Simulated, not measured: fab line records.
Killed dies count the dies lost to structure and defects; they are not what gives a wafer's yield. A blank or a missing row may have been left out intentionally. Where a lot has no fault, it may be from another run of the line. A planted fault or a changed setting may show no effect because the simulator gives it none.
fab line records -- flow nand-harc
record lots=13, wafers=37, last-day=33
route steps=1302 shown A_SLIT@946 A_WL_FILL@957 A_CONTACT@983 END@1302
lots that met no fault: taken from a fault-free run of the same line
start-h: hours from the record's opening day to when the first of the lot's shown wafers began -- wait-h: hours elapsed since this lot's preceding step -- " identical to the entry in the row above -- L1.1+2: a row that stands for several wafers -- - no value, or no start given -- * or withheld: withheld -- < > ~ a bound
route shown NAME@n: names a module that has steps shown in the file, with the first one's number in the route -- usual: average and standard deviation across the fault-free wafers -- same: alike in all rows -- chamber/n: place in a boat -- sites: per-site readings -- _std_site: their standard deviation -- _edge_site: mean of outer sites minus mean of inner sites -- radius-mm: for every site, how far away it sits from the centre of the wafer -- mask NAME#n: copy n -- behind: the tool/chamber that last shaped the wafer -- hold: cause of the lot's hold/its duration in hours/its outcome -- device: which transistor (n, p or np) failed to switch -- end of line: at the end of the route, the tests of the same wafers -- a step given without rows: its recipe and nothing more -- killed: the dies lost at the first sort to structure and to defects; this is not the yield of the wafer -- map: the dies of a wafer, with x for killed, . for not killed, _ for no die there
set.NAME: the run value of the setting; set.NAME@STEP: its run value at that earlier step -- model.NAME: the simulator's own value behind a step, which no gauge read
a sample of lots followed through the steps of the route, with each step as a table and each wafer as a row
services: when a tool's chamber went out of use (start-h, in hours from the record's first day, below 0 if earlier), for how many hours, and the reason
## steps
# step NHARC_A_SLIT_CD_MEAS_21
# usual cd-nm=289.4/0.77
lot.wafer,tool,chamber,start-h,wait-h,cd-nm
L343.1,cd-sem-02,-,468.09,-,289.2
L343.3,cd-sem-02,-,468.09,-,287.4
L343.6,cd-sem-02,-,468.09,-,288.1
L346.3,cd-sem-01,-,481.65,-,290.8
L346.4,cd-sem-01,-,481.65,-,289.7
L346.6,cd-sem-01,-,481.65,-,289.2
L345.1,cd-sem-03,-,485.45,-,289.6
L345.4,cd-sem-03,-,485.45,-,290.1
L345.5,cd-sem-03,-,485.45,-,289.3
L344.1,cd-sem-02,-,485.69,-,289.5
L344.4,cd-sem-02,-,485.69,-,290.1
L344.5,cd-sem-02,-,485.69,-,289.3
L348.1,cd-sem-03,-,514.00,-,290.6
L348.3,cd-sem-03,-,514.00,-,289.7
L348.6,cd-sem-03,-,514.00,-,289.1
L350.2,cd-sem-02,-,527.99,-,289.0
L350.4,cd-sem-02,-,527.99,-,288.6
L350.6,cd-sem-02,-,527.99,-,288.3
L351.3,cd-sem-03,-,553.23,-,289.0
L351.4,cd-sem-03,-,553.23,-,289.8
L351.6,cd-sem-03,-,553.23,-,289.4
L354.1,cd-sem-02,-,563.07,-,289.6
L354.2,cd-sem-02,-,563.07,-,289.6
L354.3,cd-sem-02,-,563.07,-,289.7
L355.2,cd-sem-02,-,564.37,-,287.8
L355.3,cd-sem-02,-,564.37,-,287.7
L355.6,cd-sem-02,-,564.37,-,287.5
L353.2,cd-sem-02,-,567.05,-,289.1
L353.4,cd-sem-02,-,567.05,-,288.8
L353.5,cd-sem-02,-,567.05,-,288.8
L352.1,cd-sem-02,-,573.73,-,289.6
L352.3,cd-sem-02,-,573.73,-,288.5
L352.5,cd-sem-02,-,573.73,-,289.7
L356.3,cd-sem-01,-,603.13,-,289.8
L356.4,cd-sem-01,-,603.13,-,289.7
L356.6,cd-sem-01,-,603.13,-,289.7
L361.5,cd-sem-01,-,652.99,-,290.1
# step NHARC_A_WL_FILL_ETCHBACK_04
# recipe target-depth-a=600, time-s=120, chemistry=NF3
# usual drypump-motor-current-A=5.7/0.43, he-backside-leak-sccm=3.3/0.42, oes-product-au=0.999/0.0082
lot.wafer,tool,chamber,start-h,wait-h,drypump-motor-current-A,he-backside-leak-sccm,oes-product-au,rf-hours-counter-h
L343.1,rie-metal-03,1,476.02,0.3,5.5,3.2,1.007,2.3
L343.3,rie-metal-03,1,476.02,0.3,5.6,3.2,1.012,-
L343.6,rie-metal-03,1,476.02,0.3,5.6,3.0,1.010,-
L346.3,rie-metal-01,1,489.65,0.3,5.8,3.6,1.008,-
L346.4,rie-metal-01,0,489.65,0.3,5.5,3.5,1.006,-
L346.6,rie-metal-01,0,489.65,0.3,5.5,3.4,1.000,-
L345.1,rie-metal-02,0,493.59,0.4,5.4,3.4,0.998,0.1
L345.4,rie-metal-02,0,493.59,0.4,5.4,3.2,0.996,-
L345.5,rie-metal-02,0,493.59,0.4,5.4,3.1,0.994,-
L344.1,rie-metal-01,1,493.68,0.3,5.8,3.5,1.016,1.7
L344.4,rie-metal-01,1,493.68,0.3,5.8,3.5,1.011,-
L344.5,rie-metal-01,1,493.68,0.3,5.8,5.0,1.009,-
L348.1,rie-metal-01,0,522.05,0.3,5.5,3.2,1.008,2.0
L348.3,rie-metal-01,0,522.05,0.3,5.5,3.4,1.010,-
L348.6,rie-metal-01,0,522.05,0.3,5.5,3.3,1.012,-
L350.2,rie-metal-03,1,537.08,0.3,5.5,3.1,0.991,0.1
L350.4,rie-metal-03,0,537.08,0.3,5.6,3.1,0.986,-
L350.6,rie-metal-03,1,537.08,0.3,5.6,2.9,0.997,-
L351.3,rie-metal-02,1,561.23,0.2,6.6,3.2,0.989,-
L351.4,rie-metal-02,0,561.23,0.2,5.4,3.1,0.989,-
L351.6,rie-metal-02,1,561.23,0.2,6.7,3.2,0.998,-
L355.2,rie-metal-03,0,571.16,0.3,5.6,3.1,0.995,0.5
L355.3,rie-metal-03,1,571.16,0.3,5.6,3.2,1.005,-
L355.6,rie-metal-03,0,571.16,0.3,5.6,3.2,0.992,-
L354.2,rie-metal-01,1,571.20,0.3,5.8,3.6,1.016,2.7
L354.1,rie-metal-01,0,571.20,0.3,5.5,3.5,1.010,3.6
L354.3,rie-metal-01,0,571.20,0.3,5.5,3.4,1.006,-
L353.2,rie-metal-02,0,575.08,0.4,5.4,3.4,1.009,1.5
L353.4,rie-metal-02,0,575.08,0.4,5.3,3.3,1.013,-
L353.5,rie-metal-02,0,575.08,0.4,5.4,3.2,1.005,-
L352.1,rie-metal-02,0,581.82,0.4,5.4,3.0,0.995,2.0
L352.3,rie-metal-02,1,581.82,0.4,6.6,3.2,1.000,-
L352.5,rie-metal-02,0,581.82,0.4,5.4,3.1,1.000,-
L356.3,rie-metal-03,0,611.23,0.3,5.6,3.2,0.987,-
L356.4,rie-metal-03,1,611.23,0.3,5.6,3.0,1.001,-
L356.6,rie-metal-03,1,611.23,0.3,5.6,2.8,0.996,-
L361.5,rie-metal-02,0,661.09,0.2,5.4,3.2,1.006,-
# step NHARC_A_WL_FILL_INSPECT_15
# usual raw-defect-count=480/120
lot.wafer,tool,chamber,start-h,wait-h,raw-defect-count
L343.1,defect-inspect-02,-,492.83,0.0,519
L343.3,defect-inspect-02,-,492.83,0.0,401
L343.6,defect-inspect-02,-,492.83,0.0,446
L346.3,defect-inspect-02,-,506.78,0.0,483
L346.4,defect-inspect-02,-,506.78,0.0,391
L346.6,defect-inspect-02,-,506.78,0.0,610
L344.1,defect-inspect-01,-,510.26,0.0,327
L344.4,defect-inspect-01,-,510.26,0.0,377
L344.5,defect-inspect-01,-,510.26,0.0,530
L345.1,defect-inspect-02,-,510.27,0.0,275
L345.4,defect-inspect-02,-,510.27,0.0,355
L345.5,defect-inspect-02,-,510.27,0.0,344
L348.1,defect-inspect-01,-,540.96,0.0,546
L348.3,defect-inspect-01,-,540.96,0.0,519
L348.6,defect-inspect-01,-,540.96,0.0,666
L350.2,defect-inspect-01,-,553.84,0.0,427
L350.4,defect-inspect-01,-,553.84,0.0,399
L350.6,defect-inspect-01,-,553.84,0.0,435
L351.3,defect-inspect-02,-,577.52,0.0,551
L351.4,defect-inspect-02,-,577.52,0.0,644
L351.6,defect-inspect-02,-,577.52,0.0,560
L354.1,defect-inspect-02,-,587.63,0.0,505
L354.2,defect-inspect-02,-,587.63,0.0,406
L354.3,defect-inspect-02,-,587.63,0.0,417
L355.2,defect-inspect-01,-,587.67,0.0,1096
L355.3,defect-inspect-01,-,587.67,0.0,696
L355.6,defect-inspect-01,-,587.67,0.0,621
L353.2,defect-inspect-02,-,592.11,0.0,502
L353.4,defect-inspect-02,-,592.11,0.0,499
L353.5,defect-inspect-02,-,592.11,0.0,545
L352.1,defect-inspect-01,-,599.03,0.0,581
L352.3,defect-inspect-01,-,599.03,0.0,441
L352.5,defect-inspect-01,-,599.03,0.0,365
L356.3,defect-inspect-01,-,626.82,0.1,357
L356.4,defect-inspect-01,-,626.82,0.1,552
L356.6,defect-inspect-01,-,626.82,0.1,680
L361.5,defect-inspect-01,-,682.95,0.0,410
# step NHARC_A_CONTACT_DEP_24
# recipe target-thk-a=5000, temp-c=400, pressure-torr=6.5, rf-w=900, teos-flow-sccm=161.4, flow-sccm=2650, target-thk-nm=500, gas=O2, material=SiO2
# usual heater-power-w=543/100, mfc-precursor-sccm=161.4/0.43, rf-fwd-power-W=898.9/2.6, showerhead-vpp-V=1817/84, throttle-valve-pct=16.1/0.5
lot.wafer,tool,chamber,start-h,wait-h,heater-power-w,mfc-precursor-sccm,rf-fwd-power-W,showerhead-vpp-V,throttle-valve-pct
L343.3,pecvd-02,2,492.89,0.1,455,160.8,899.4,1876,16.2
L343.1,pecvd-02,0,492.89,0.1,386,161.5,899.0,1760,16.8
L343.6,pecvd-02,2,492.89,0.1,483,161.7,899.9,1882,16.0
L346.3,pecvd-03,2,506.97,0.2,549,161.5,899.2,1794,16.0
L346.4,pecvd-03,1,506.97,0.2,519,161.2,898.8,1842,16.5
L346.6,pecvd-03,2,506.97,0.2,560,161.7,898.2,1745,15.6
L344.1,pecvd-04,1,510.40,0.1,714,160.7,898.3,1941,16.0
L344.5,pecvd-04,1,510.40,0.1,731,161.2,898.7,1918,16.1
L344.4,pecvd-04,2,510.40,0.1,596,161.5,898.4,1840,16.2
L345.1,pecvd-02,0,510.46,0.2,416,161.8,899.1,1794,16.8
L345.4,pecvd-02,1,510.46,0.2,448,160.6,897.0,1754,15.4
L345.5,pecvd-02,2,510.46,0.2,529,161.1,891.6,1872,16.0
L348.1,pecvd-04,1,541.03,0.1,706,161.4,901.0,1912,16.0
L348.3,pecvd-04,0,541.03,0.1,709,161.3,900.9,1666,15.7
L348.6,pecvd-04,2,541.03,0.1,526,161.8,901.4,1822,16.3
L350.2,pecvd-04,0,553.97,0.1,560,161.1,900.6,1693,15.7
L350.4,pecvd-04,0,553.97,0.1,619,160.9,896.4,1654,16.0
L350.6,pecvd-04,1,553.97,0.1,656,161.3,901.1,1959,16.3
L351.3,pecvd-02,1,577.59,0.1,506,161.4,900.0,1761,15.6
L351.6,pecvd-02,2,577.59,0.1,460,161.8,900.6,1851,16.3
L351.4,pecvd-02,0,577.59,0.1,332,160.4,900.3,1773,16.7
L354.2,pecvd-02,2,587.70,0.1,421,161.3,896.9,1880,16.3
L354.1,pecvd-02,0,587.70,0.1,329,160.9,901.8,1789,17.0
L354.3,pecvd-02,1,587.70,0.1,454,161.5,896.2,1801,15.6
L355.2,pecvd-04,2,587.74,0.1,686,161.1,895.9,1860,16.4
L355.3,pecvd-04,0,587.74,0.1,694,162.4,903.3,1674,16.0
L355.6,pecvd-04,1,587.74,0.1,667,161.5,896.7,1924,16.3
L353.2,pecvd-03,1,592.18,0.1,649,161.0,896.6,1820,16.1
L353.5,pecvd-03,1,592.18,0.1,663,161.0,902.5,1810,16.0
L353.4,pecvd-03,0,592.18,0.1,462,161.2,897.0,1943,15.0
L352.3,pecvd-04,0,599.10,0.1,682,161.1,898.8,1681,16.0
L352.1,pecvd-04,2,599.10,0.1,656,161.5,902.9,1850,16.3
L352.5,pecvd-04,2,599.10,0.1,655,161.5,900.4,1855,16.3
L356.3,pecvd-04,0,627.10,0.3,579,162.2,897.7,1673,16.0
L356.4,pecvd-04,1,627.10,0.3,756,161.9,900.4,1937,16.2
L356.6,pecvd-04,2,627.10,0.3,522,160.8,904.7,1851,16.5
L361.5,pecvd-02,0,683.20,0.2,569,161.5,543.3,1379,17.1
# step NHARC_END_SORT_01
# recipe temp-c=25
# usual killed-at-array=58/18, killed-at-other=1.0/1.5, killed-at-periphery=4/3.1, killed-dies=64/18, killed-open=3.4/1.9, killed-short=2.7/1.7
# same gross-dies=677
lot.wafer,tool,chamber,start-h,wait-h,killed-at-array,killed-at-other,killed-at-periphery,killed-dies,killed-open,killed-short
L350.2,prober-02,0,637.82,2.8,56,0,5,61,2,2
L350.4,prober-02,0,639.41,3.4,46,2,0,48,3,3
L350.6,prober-02,0,641.01,4.0,59,0,0,59,2,3
L355.2,prober-02,0,671.36,2.8,56,1,4,61,5,4
L355.3,prober-02,0,672.16,3.1,63,2,2,67,5,2
L355.6,prober-02,0,674.56,4.0,55,0,4,59,2,3
L356.3,prober-01,0,712.50,3.1,72,0,3,75,3,5
L356.4,prober-01,0,713.30,3.4,81,0,0,81,1,5
L356.6,prober-01,0,714.89,4.0,84,0,4,88,9,1
L361.5,prober-01,0,797.27,3.7,25,1,2,28,4,2
# killed by level:class
L350.2 A_CHANNEL_HOLE_D1:chamber-film-flake=37 A_CHANNEL_HOLE_D2:chamber-film-flake=10 A_STAIRCASE:chamber-film-flake=3 A_CHANNEL_FILL_D1:chamber-film-flake=2 P_GATE:geometric-particle:short=1 P_CONTACT:geometric-particle:short=1 A_DECK1_JOINT:geometric-particle:open=1 A_CHANNEL_FILL_D2:geometric-particle:open=1
L350.4 A_CHANNEL_HOLE_D1:chamber-film-flake=30 A_CHANNEL_HOLE_D2:chamber-film-flake=7 A_WL_FILL:geometric-particle:open=2 A_WL_FILL:chamber-film-flake=2 THIN_TSV:chamber-film-flake=2 A_ONON_D2:geometric-particle:short=1 A_SGD_CUT:geometric-particle:short=1 A_BLC:geometric-particle:short=1
L350.6 A_CHANNEL_HOLE_D1:chamber-film-flake=38 A_CHANNEL_HOLE_D2:chamber-film-flake=11 A_DECK1_JOINT:chamber-film-flake=3 A_ONON_D1:geometric-particle:short=1 A_CHANNEL_FILL_D1:geometric-particle:open=1 A_DECK1_JOINT:geometric-particle:short=1 A_CHANNEL_FILL_D2:geometric-particle:open=1 A_WL_FILL:geometric-particle:short=1
L355.2 A_SLIT:chamber-film-flake=22 A_CHANNEL_HOLE_D2:chamber-film-flake=14 A_CHANNEL_HOLE_D1:chamber-film-flake=5 P_BONDPAD:chamber-film-flake=2 A_DECK1_JOINT:chamber-film-flake=2 A_STAIRCASE:chamber-film-flake=2 A_ONON_D1:geometric-particle:open=1 A_CHANNEL_FILL_D1:geometric-particle:short=1
L355.3 A_SLIT:chamber-film-flake=29 A_CHANNEL_HOLE_D2:chamber-film-flake=11 A_CHANNEL_HOLE_D1:chamber-film-flake=5 A_CONTACT:chamber-film-flake=5 A_WL_FILL:chamber-film-flake=3 P_BONDPAD:chamber-film-flake=2 A_DECK1_JOINT:chamber-film-flake=2 A_SOURCE_PLATE:geometric-particle:short=1
L355.6 A_SLIT:chamber-film-flake=28 A_CHANNEL_HOLE_D1:chamber-film-flake=7 A_CONTACT:chamber-film-flake=6 A_CHANNEL_HOLE_D2:chamber-film-flake=5 A_SGD_CUT:geometric-particle:short=2 P_BONDPAD:chamber-film-flake=2 A_DECK1_JOINT:chamber-film-flake=2 A_STAIRCASE:chamber-film-flake=2
L356.3 A_SLIT:chamber-film-flake=32 A_CHANNEL_HOLE_D1:chamber-film-flake=24 A_STAIRCASE:chamber-film-flake=3 A_DECK1_JOINT:geometric-particle:short=2 A_WL_FILL:geometric-particle:short=2 A_BLC:geometric-particle:open=2 A_CHANNEL_FILL_D1:chamber-film-flake=2 A_CONTACT:chamber-film-flake=2
L356.4 A_SLIT:chamber-film-flake=36 A_CHANNEL_HOLE_D1:chamber-film-flake=30 A_CONTACT:chamber-film-flake=3 A_STAIRCASE:chamber-film-flake=2 A_WL_FILL:chamber-film-flake=2 A_ONON_D1:geometric-particle:short=1 A_ONON_D2:geometric-particle:short=1 A_CHANNEL_HOLE_D2:geometric-particle:short=1
L356.6 A_CHANNEL_HOLE_D1:chamber-film-flake=36 A_SLIT:chamber-film-flake=36 P_GATE:chamber-film-flake=2 P_GATE:geometric-particle:open=1 A_ONON_D1:geometric-particle:short=1 A_CHANNEL_HOLE_D1:geometric-particle:open=1 A_ONON_D2:geometric-particle:open=1 A_CHANNEL_HOLE_D2:geometric-particle:open=1
L361.5 A_CHANNEL_HOLE_D1:chamber-film-flake=9 A_SLIT:chamber-film-flake=4 A_CHANNEL_FILL_D2:geometric-particle:open=2 A_ZERO_WELL:chamber-film-flake=2 A_CONTACT:chamber-film-flake=2 A_ONON_D1:geometric-particle:short=1 A_CHANNEL_FILL_D1:geometric-particle:short=1 A_ONON_D2:geometric-particle:open=1
## services
tool,chamber,start-h,hours,kind
rie-metal-02,-,455.15,9.0,pm
pecvd-04,0,463.00,-,clean
pecvd-04,1,463.00,-,clean
pecvd-04,2,463.00,-,clean
rie-metal-03,-,467.29,0.3,repair
pecvd-03,2,483.82,7.7,repair
rie-metal-01,1,506.72,17.6,repair
rie-metal-03,-,519.00,9.0,pm
pecvd-03,1,542.80,23.6,repair
pecvd-03,-,547.75,13.0,pm
rie-metal-03,-,562.61,0.9,repair
rie-metal-01,-,575.00,9.0,pm
pecvd-02,-,589.32,13.0,pm
pecvd-04,-,631.00,13.0,pm
pecvd-04,0,631.00,13.0,vent-cycle
pecvd-04,1,631.00,13.0,vent-cycle
pecvd-04,2,631.00,13.0,vent-cycle
rie-metal-02,-,632.15,9.0,pm
pecvd-04,0,644.00,-,clean
pecvd-04,1,644.00,-,clean
pecvd-04,2,644.00,-,clean
rie-metal-01,-,656.80,0.9,repair
pecvd-02,-,669.94,1.5,repair
pecvd-03,2,674.89,8.4,repair
## key
first-sign step=NHARC_A_CONTACT_DEP_24, reading=rf-fwd-power-W, direction=down, sigmas=99+, usual=*, struck=*
effect step=NHARC_A_CONTACT_DEP_24, reading=showerhead-vpp-V, direction=down, sigmas=5.2, usual=1817, struck=1379
met-at NHARC_A_CONTACT_DEP_24
struck-lots L361
struck-wafers L361.5
tester-left-out L361
not-acting-at NHARC_A_SLIT_CD_MEAS_21,NHARC_A_WL_FILL_ETCHBACK_04,NHARC_A_WL_FILL_INSPECT_15
onset-between 587.70 683.20
fault kind=process-parameter-drift, tool=pecvd-02, chamber=0, onset-h=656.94, steps=NHARC_A_CONTACT_DEP_24, channel=rf-w, offset=*, shape=step, end-h=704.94, acts-in=*, stated=*
# tester-left-out: of these lots the tester's yield and bins aren't shown, on N5 and GAA mostly nor the transistor test; their killed dies are dies lost to structure and defects alone, not to doping, threshold or leakage, so they don't give the yield
